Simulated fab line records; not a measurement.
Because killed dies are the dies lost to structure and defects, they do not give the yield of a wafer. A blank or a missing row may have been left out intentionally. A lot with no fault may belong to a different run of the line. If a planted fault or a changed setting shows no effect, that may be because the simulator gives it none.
2 desks looking at one fault || flow n5_finfet || each desk holds nothing but its own numbers, with what lay behind them at the end

## TOOL OWNER'S DESK, litho_track-04
The tool's own readings at N5_BEOL_M13_COAT_65 (time 60 s, resist thk 350 nm): means of the sampled wafers that have a number, for each lot that ran on this tool. Marked OUT: a lot whose mean sits more than 4 standard deviations from the usual mean, which makes it out of limits; the brackets give that distance.
Columns: A = heater_power_total_W at N5_BEOL_M13_COAT_65, usual 500.6 W; B = plate_temp_C at N5_BEOL_M13_COAT_65, usual 249.96 C
{"lot": "L107", "first seen here": "day 16 12:14", "A": 500.8, "B": 249.90}
{"lot": "L108", "first seen here": "day 16 18:07", "A": "453.5 (-26) OUT", "B": "230.27 (-99 or more) OUT"}
{"lot": "L998", "first seen here": "day 17 00:41", "A": "451.2 (-27) OUT", "B": "230.34 (-99 or more) OUT"}
This desk's finding: out of limits on L108, L998; first on L108, day 16 18:07 (heater_power_total_W at N5_BEOL_M13_COAT_65). L107 stayed within limits.

## THE DEFECT DESK
Counts from the inspections along the route, per lot, as means over the sampled wafers that have a number. Marked OUT: a lot whose mean sits more than 4 standard deviations from the usual mean, which makes it out of limits; the brackets give that distance.
Columns: A = raw_defect_count at N5_BEOL_M12_INSPECT_30, usual 1.9
{"lot": "L996", "first seen here": "day 11 18:23", "A": 2.0}
{"lot": "L997", "first seen here": "day 11 18:44", "A": 2.3}
{"lot": "L100", "first seen here": "day 13 19:04", "A": 2.7}
{"lot": "L107", "first seen here": "day 16 07:38", "A": 1.3}
{"lot": "L109", "first seen here": "day 16 10:20", "A": 2.7}
{"lot": "L108", "first seen here": "day 16 12:34", "A": 2.7}
{"lot": "L998", "first seen here": "day 16 19:41", "A": 3.3}
{"lot": "L110", "first seen here": "day 17 23:40", "A": 1.7}
{"lot": "L114", "first seen here": "day 18 00:02", "A": 1.7}
{"lot": "L115", "first seen here": "day 18 06:37", "A": 2.3}
{"lot": "L119", "first seen here": "day 18 12:35", "A": 2.3}
Result from this desk: across the 11 lots, nothing is out of limits.

## TAKEN TOGETHER
The tool owner's desk had the chance to raise an alarm at day 16 18:07 on L108, L998.
Nothing out of limits was seen by the defect desk.
The defect desk has L108, L998 on record, within its limits.
The lots listed all ran N5_BEOL_M13_COAT_65 on litho_track-04.

## WHAT HAD BEEN PUT IN BY THE SIMULATOR
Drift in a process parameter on litho_track-04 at N5_BEOL_M13_COAT_65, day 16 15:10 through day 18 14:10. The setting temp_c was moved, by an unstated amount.
Lots struck among those shown: L108, L998.
How many hours passed from the start of the fault until each desk's first out-of-limits reading: the tool owner's desk, 3.
